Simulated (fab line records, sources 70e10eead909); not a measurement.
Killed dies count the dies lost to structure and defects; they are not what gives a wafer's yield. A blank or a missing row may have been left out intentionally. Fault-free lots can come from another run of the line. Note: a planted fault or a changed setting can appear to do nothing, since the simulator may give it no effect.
The same fault as seen by 2 desks + flow nand_harc + each desk holds nothing but its own numbers, with what lay behind them at the end

## THE DEFECT DESK
Inspection counts along the route, by lot: the mean over sampled wafers that carry a number. The brackets show how far a lot's mean lies from the usual mean; more than 4 standard deviations puts the lot out of limits, marked OUT.
Columns: A = raw_defect_count at NHARC_A_START_INSPECT_01, usual 3.4; B = raw_defect_count at NHARC_A_SOURCE_PLATE_INSPECT_08, usual 57
| lot  | first seen here | A   | B   |
|------|-----------------|-----|-----|
| L567 | day 6 11:20     | 3.0 | 67  |
| L568 | day 7 09:22     | 2.7 | 70  |
| L571 | day 8 13:27     | 5.3 | 100 |
| L577 | day 11 00:40    | 4.3 | 52  |
| L578 | day 11 09:23    | 4.7 | 74  |
| L579 | day 11 13:15    | 2.3 | 56  |
| L580 | day 12 03:47    | 3.7 | 44  |
| L581 | day 13 01:59    | 2.0 | 63  |
| L583 | day 13 20:23    | 5.0 | 38  |
| L585 | day 14 02:40    | 3.0 | 47  |
| L586 | day 14 20:22    | 3.3 | 47  |
| L587 | day 14 20:49    | 3.3 | 49  |
| L588 | day 15 06:38    | 2.7 | 35  |
| L590 | day 16 11:41    | 3.7 | 70  |
Finding of this desk: none of the 14 lots has anything out of limits.

## METROLOGY DESK
Lot by lot, what the gauges showed, no matter which tool ran the lot: averages of those sampled wafers that carry a number. The brackets show how far a lot's mean lies from the usual mean; more than 4 standard deviations puts the lot out of limits, marked OUT.
Columns: A = thk_nm at NHARC_A_ONON_D1_THK_MEAS_18, usual 997 nm; B = thk_nm at NHARC_A_ONON_D1_THK_MEAS_24, usual 998 nm
| lot  | first seen here | A    | B              |
|------|-----------------|------|----------------|
| L567 | day 7 20:04     | 997  | 984            |
| L568 | day 8 20:13     | 991  | 1001           |
| L571 | day 10 04:53    | 1010 | 1005           |
| L577 | day 12 12:59    | 1021 | 932 (-8.7) OUT |
| L579 | day 12 20:49    | 989  | 985            |
| L578 | day 12 20:50    | 1011 | 933 (-8.6) OUT |
| L580 | day 13 13:02    | 1010 | 994            |
| L581 | day 14 13:20    | 981  | 1008           |
| L583 | day 15 09:50    | 999  | 1008           |
| L585 | day 15 15:58    | 994  | 994            |
| L587 | day 16 07:43    | 989  | 997            |
| L586 | day 16 07:43    | 996  | 993            |
| L588 | day 16 16:23    | 979  | 1008           |
| L590 | day 18 01:07    | 987  | 1003           |
This desk finds L577, L578 out of limits, L577 being first, at day 12 14:07 (thk_nm at NHARC_A_ONON_D1_THK_MEAS_24). In limits: L567, L568, L571, L579, L580, L581, L583, L585, L587, L586, L588, L590.

## TAKEN TOGETHER
On L577, L578, the metrology desk was in a position to raise an alarm at day 12 14:07.
No out-of-limits result turned up at the defect desk.
The defect desk has L577, L578 on record, within its limits.
The lots listed all ran NHARC_A_ONON_D1_DEP_22 on pecvd_onon-02.

## WHAT THE SIMULATOR HAD INSERTED
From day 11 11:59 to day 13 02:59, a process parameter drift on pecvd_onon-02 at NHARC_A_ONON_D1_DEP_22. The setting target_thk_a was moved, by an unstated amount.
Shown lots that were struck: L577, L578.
Hours from the fault's start to each desk's first reading out of limits: the metrology desk, 26.
